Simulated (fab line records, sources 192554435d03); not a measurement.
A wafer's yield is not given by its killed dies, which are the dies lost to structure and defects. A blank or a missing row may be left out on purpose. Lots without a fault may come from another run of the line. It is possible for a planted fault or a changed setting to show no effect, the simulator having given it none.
The tool behind it: which one?    flow n5Finfet    11 lots with 33 wafers sampled at 4 steps, on a route of 1938 steps

== WHAT THE GAUGES SHOWED, per wafer ==
N5_PASSIVATION_CD_MEAS_10 targets a cd of 3000 nm. Usual: cdNm at 3000.8 nm, with a standard deviation of 1.7.
lot   measured      on        cdNm (nm)             flag
L961  day 11 06:41  cdSem-02  2999.6 3000.7 2998.3  
L965  day 12 06:40  cdSem-01  2999.7 3000.9 3000.0  
L964  day 12 06:46  cdSem-02  3000.4 3001.6 2998.8  
L963  day 12 07:14  cdSem-03  3000.1 3001.9 3000.8  
L971  day 14 13:38  cdSem-02  2999.6 3000.0 2999.3  
L973  day 15 08:45  cdSem-03  3001.7 3001.7 3001.6  
L978  day 16 01:53  cdSem-02  2997.6 2999.5 2997.2  
L981  day 16 08:17  cdSem-03  3000.8 3002.7 3002.1  
L982  day 16 21:49  cdSem-03  3005.0 3004.1 3002.7  
L983  day 16 23:40  cdSem-03  3002.0 2999.2 3002.0  
L984  day 17 17:17  cdSem-03  2999.7 2999.9 3001.0  

== WHICH TOOL RAN EACH LOT (tool, then ch and the chambers of the sampled wafers, then the start) ==
lot   N5_MIM_TOP_ALD_00                N5_MIM_TOP_ETCH_STRIP_01           N5_MIM_BOT_ETCH_STRIP_01
L961  aldHk-01 ch 0,3, day 11 02:32    rieDiel-02 ch 0,2,3, day 11 04:10  rieDiel-05 ch 0,2, day 11 05:29
L965  aldHk-01 ch 1,2,3, day 11 23:21  rieDiel-06 ch 0,2, day 12 04:25    rieDiel-01 ch 0,3, day 12 05:26
L964  aldHk-02 ch 0,3, day 11 23:40    rieDiel-03 ch 0,1,2, day 12 04:26  rieDiel-01 ch 1,2, day 12 05:49
L963  aldHk-03 ch 1,2, day 12 03:37    rieDiel-03 ch 1,2, day 12 05:17    rieDiel-04 ch 0,1, day 12 06:18
L971  aldHk-01 ch 0,2, day 14 05:51    rieDiel-02 ch 0,1,3, day 14 10:41  rieDiel-05 ch 0,2, day 14 11:42
L973  aldHk-02 ch 1,2,3, day 15 02:52  rieDiel-03 ch 0,1,3, day 15 04:35  rieDiel-05 ch 0,2,3, day 15 05:57
L978  aldHk-03 ch 0,1,3, day 15 20:13  rieDiel-06 ch 0,1,2, day 15 23:57  rieDiel-04 ch 0,3, day 16 01:00
L981  aldHk-01 ch 2,3, day 16 04:14    rieDiel-03 ch 1,2,3, day 16 05:31  rieDiel-04 ch 0,2,3, day 16 06:25
L982  aldHk-01 ch 0,2,3, day 16 17:29  rieDiel-03 ch 1,2,3, day 16 19:11  rieDiel-04 ch 1,2,3, day 16 20:25
L983  aldHk-02 ch 0,2,3, day 16 17:52  rieDiel-03 ch 0,1,3, day 16 19:39  rieDiel-04 ch 0,1,3, day 16 20:50
L984  aldHk-03 ch 0,1,3, day 17 13:10  rieDiel-02 ch 0,3, day 17 14:22    rieDiel-05 ch 0,1,2, day 17 15:25
- N5_MIM_TOP_ALD_00: deposits Al2O3, purge time 3 s, co reactant pulse time 3 s.
- N5_MIM_TOP_ETCH_STRIP_01: strips in O2.
- N5_MIM_BOT_ETCH_STRIP_01: strips in O2.

== WHAT THE TOOLS THEMSELVES READ (means of the sampled wafers that have a number; where no wafer has one, the mark that the record gives instead) ==
N5_MIM_TOP_ALD_00. Usual: precursorPulseHeightRel at 1.001, with a standard deviation of 0.02.
lot   tool      precursorPulseHeightRel  flag
L961  aldHk-01  0.998                    
L965  aldHk-01  0.987                    
L964  aldHk-02  1.012                    
L963  aldHk-03  0.992                    
L971  aldHk-01  0.995                    
L973  aldHk-02  1.004                    
L978  aldHk-03  1.019                    
L981  aldHk-01  1.000                    
L982  aldHk-01  0.996                    
L983  aldHk-02  0.996                    
L984  aldHk-03  1.005                    

N5_MIM_TOP_ETCH_STRIP_01. Usual: chamberPressureMTorr 30.01 mTorr, standard deviation 0.082; drypumpMotorCurrentA 5.9 A, standard deviation 0.42; oesProductAu 0.80 a.u., standard deviation 0.073; rfVppV 3.7 V, standard deviation 1.4; showerheadPlenumPTorr 2.11 Torr, standard deviation 0.081; throttleValvePct 16.64 %, standard deviation 0.22.
lot   tool        chamberPressureMTorr (mTorr)  drypumpMotorCurrentA (A)  oesProductAu (a.u.)  rfVppV (V)  showerheadPlenumPTorr (Torr)  throttleValvePct (%)  flag
L961  rieDiel-02  30.00                         5.9                       0.81                 3.1         2.14                          16.65                 
L965  rieDiel-06  30.09                         5.5                       0.89                 4.1         2.11                          16.58                 
L964  rieDiel-03  29.92                         6.0                       0.77                 3.5         2.07                          16.77                 
L963  rieDiel-03  29.91                         5.5                       0.73                 4.3         2.06                          16.89                 
L971  rieDiel-02  30.08                         5.9                       0.79                 3.7         2.20                          16.52                 
L973  rieDiel-03  30.00                         6.0                       0.80                 3.3         2.08                          16.76                 
L978  rieDiel-06  30.02                         5.7                       0.86                 2.5         2.10                          16.54                 
L981  rieDiel-03  30.01                         5.5                       0.76                 5.1         2.07                          16.84                 
L982  rieDiel-03  30.04                         5.5                       0.75                 3.9         2.07                          16.86                 
L983  rieDiel-03  29.98                         6.0                       0.77                 3.9         2.08                          16.78                 
L984  rieDiel-02  30.05                         5.8                       0.80                 3.2         2.21                          16.58                 

N5_MIM_BOT_ETCH_STRIP_01. Usual: chamberPressureMTorr 30.01 mTorr, standard deviation 0.081; drypumpMotorCurrentA 6.0 A, standard deviation 0.49; oesProductAu 0.81 a.u., standard deviation 0.087; rfVppV 3.7 V, standard deviation 1.3; showerheadPlenumPTorr 2.13 Torr, standard deviation 0.064; throttleValvePct 16.6 %, standard deviation 0.33.
lot   tool        chamberPressureMTorr (mTorr)  drypumpMotorCurrentA (A)  oesProductAu (a.u.)  rfVppV (V)  showerheadPlenumPTorr (Torr)  throttleValvePct (%)  flag
L961  rieDiel-05  29.99                         6.3                       0.76                 3.9         2.07                          16.7                  
L965  rieDiel-01  29.97                         5.2                       0.75                 3.2         2.03                          16.9                  
L964  rieDiel-01  30.03                         6.6                       0.78                 5.0         2.11                          16.9                  
L963  rieDiel-04  30.04                         6.0                       0.82                 3.9         2.13                          16.7                  
L971  rieDiel-05  32.98                         6.3                       0.74                 3.7         2.06                          16.7                  OFF
L973  rieDiel-05  32.98                         5.9                       0.74                 4.3         2.09                          16.8                  OFF
L978  rieDiel-04  29.97                         6.0                       0.92                 4.8         2.18                          16.1                  
L981  rieDiel-04  29.99                         6.0                       0.88                 4.3         2.17                          16.2                  
L982  rieDiel-04  30.02                         5.7                       0.82                 4.9         2.11                          16.5                  
L983  rieDiel-04  30.03                         6.0                       0.84                 4.6         2.14                          16.5                  
L984  rieDiel-05  30.11                         6.2                       0.77                 4.1         2.07                          16.6                  

== THE ANSWER, worked out from the rows above alone ==
Rule: a lot is off if the mean of its wafers that have a number lies more than 3 standard deviations from the usual mean. A lot without any number at a reading at which 4 lots or more have one is off too. Any other lot the step has rows for is counted as sound. The gauges are gone through in route order, then the tools' own readings, and for those a lot's mean is taken as printed above. At the first step where some lot is off, the reading lying furthest off is the one used; lots without a number count as furthest.
Off, at N5_MIM_BOT_ETCH_STRIP_01 on chamberPressureMTorr: L971, L973.
If a tool, at that step or one of the process steps before it, ran each lot that is off and ran no sound lot following the first of them, it fits. Not one of the candidates tried fits.

== WHAT THE SIMULATOR PUT IN ==
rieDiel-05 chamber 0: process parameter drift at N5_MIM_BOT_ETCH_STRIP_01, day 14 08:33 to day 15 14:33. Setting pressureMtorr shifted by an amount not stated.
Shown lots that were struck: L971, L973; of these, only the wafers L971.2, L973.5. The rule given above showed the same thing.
